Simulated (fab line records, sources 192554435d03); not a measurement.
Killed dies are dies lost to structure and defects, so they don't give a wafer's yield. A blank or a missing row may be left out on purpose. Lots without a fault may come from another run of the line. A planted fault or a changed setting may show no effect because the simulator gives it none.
A struck lot beside a sound one | flow n5_finfet | 16 steps out of a route of 1938
Sound: wafers L439.2, L439.4, L439.6. Struck: wafers L448.3, L448.5. (L448.6 of the same lot was not struck and is left out.) The cause comes at the end.
At each step with rows: each side's tool, then ch and its chambers, then its first start. Under that, the readings that differ: sound wafers | struck wafers | difference of the means | sigmas: that difference in standard deviations of wafers without a fault.
alike: readings whose means differ by less than 2 such deviations, and words and numbers that are the same on both sides. not compared: withheld readings, readings that some wafer has no value for, bounds like >300 that may hide the same value, and numbers for which the record gives no deviation and whose values overlap.
The two part at a step that has a row with sigmas, a row that says differs or no value, or rows on one side only. Numbers that don't overlap but have no deviation are shown without sigmas and don't part them. A reading that every wafer of one side lacks parts them only if that side has two wafers or more.

first, 8 steps without rows for these wafers: N5_SD_EPI_P_COAT_34 (time 60 s, resist thk 350 nm); N5_SD_EPI_P_COAT_35 (time 60 s, resist thk 35 nm); N5_SD_EPI_P_COAT_03 (resist thk 150 nm); N5_SD_EPI_P_EBR_05; N5_SD_EPI_P_SOFTBAKE_04 (time 60 s); N5_SD_EPI_P_EXPOSE_06 (exposes mask SD P BLK, target cd 240 nm); N5_SD_EPI_P_PEB_07 (peb time 60 s); N5_SD_EPI_P_DEVELOP_08 (develop time 30 s).
N5_SD_EPI_P_CD_MEAS_09: target cd 240 nm.
  sound on cd_sem-01 ch 0, day 4 17:59; struck on cd_sem-02 ch 0, day 7 01:19
  alike: cd_nm
N5_SD_EPI_P_OVL_MEAS_10:
  sound on overlay-01 ch 0, day 4 18:01; struck on overlay-02 ch 0, day 7 01:20
  alike: SD_P_BLK_OVL
N5_SD_EPI_P_INSPECT_11: inspects for defects (macro).
  sound on defect_inspect-01, day 4 18:03; struck on defect_inspect-02, day 7 01:22
  alike: raw_defect_count
N5_SD_EPI_P_DESCUM_14: chemistry O2, time 7.9 s.
  sound on rie_diel-05 ch 2,3, day 4 18:05; struck on rie_diel-05 ch 0,2, day 7 01:24
  alike: chamber_pressure_mTorr, drypump_motor_current_A, oes_product_au, rf_vpp_V, showerhead_plenum_p_Torr, temp_c, throttle_valve_pct
  not compared: rf_hours_counter_h
N5_SD_EPI_P_ETCH_36: etches SiARC in CF4, target depth 45.5 nm, time 75.8 s.
  sound on rie_diel-05 ch 2,3, day 4 18:07; struck on rie_diel-05 ch 0,2, day 7 01:26
  reading               | sound          | struck    | difference | sigmas
  etch_rf_on_time_s (s) | 75.6 76.6 75.1 | 52.6 51.4 | -23.8      | -24
  oes_product_au (a.u.) | 0.63 0.59 0.63 | 0.77 0.79 | +0.16      | +2
  alike: chamber_pressure_mTorr, drypump_motor_current_A, rf_vpp_V, showerhead_plenum_p_Torr, throttle_valve_pct
  not compared: rf_hours_counter_h
N5_SD_EPI_P_ETCH_37: etches SOC in N2/H2, overetch 108 nm, time 486 s.
  sound on rie_diel-05 ch 2,3, day 4 18:10; struck on rie_diel-05 ch 0,2, day 7 01:29
  alike: chamber_pressure_mTorr, drypump_motor_current_A, oes_product_au, rf_vpp_V, showerhead_plenum_p_Torr, temp_c, throttle_valve_pct
  not compared: rf_hours_counter_h
-- the record jumps here: 5 days lie between the struck wafers' starts before and after (it left off in module SD_EPI_P and takes up again in module BEOL_M4, whose first step shown is number 1111 of the route) --
N5_BEOL_M4_RC_MEAS_101:
  sound on prober-01 ch 0, day 9 23:10; struck on prober-02 ch 0, day 12 02:38
  reading       | sound             | struck      | difference | sigmas
  ION_N (uA/um) | 692 680 673       | 660 656     | -24        | -2
  VT_N (mV)     | 246.2 250.6 246.5 | 255.2 252.9 | +6.3       | +2
  alike: DIBL_N, DIBL_P, IOFF_N, IOFF_P, ION_P, SS_N, SS_P, VT_P
-- the record jumps here: 4 days lie between the struck wafers' starts before and after (it left off in module BEOL_M4 and takes up again in module PASSIVATION, whose first step shown is number 1936 of the route) --
N5_PASSIVATION_PROBE_49:
  sound on prober-02, day 14 08:10; struck on prober-02, day 16 09:06
  reading                 | sound          | struck    | difference | sigmas
  killed_dies             | 126 130 127    | 111 74    | -35        | -2
  sort_bin_5_function (%) | 6.5 7.3 5.7    | 4.7 3.6   | -2.3       | -2
  sort_n_pass             | 1054 1050 1053 | 1069 1106 | +35        | +2
  alike: defect_limited_yield, killed_at_M0_to_M3, killed_at_M4_up, killed_at_contacts, killed_at_front_end, killed_at_other, killed_open, killed_short, sort_bin_6_memory, sort_yield_pct

WHERE THEY PART
First at N5_SD_EPI_P_ETCH_36; last, within this record, at N5_PASSIVATION_PROBE_49.

WHY: what the simulator had put in
Process parameter drift: rie_diel-05, from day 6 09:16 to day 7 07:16, at N5_SD_EPI_P_ETCH_36. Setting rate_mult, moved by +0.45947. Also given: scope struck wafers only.
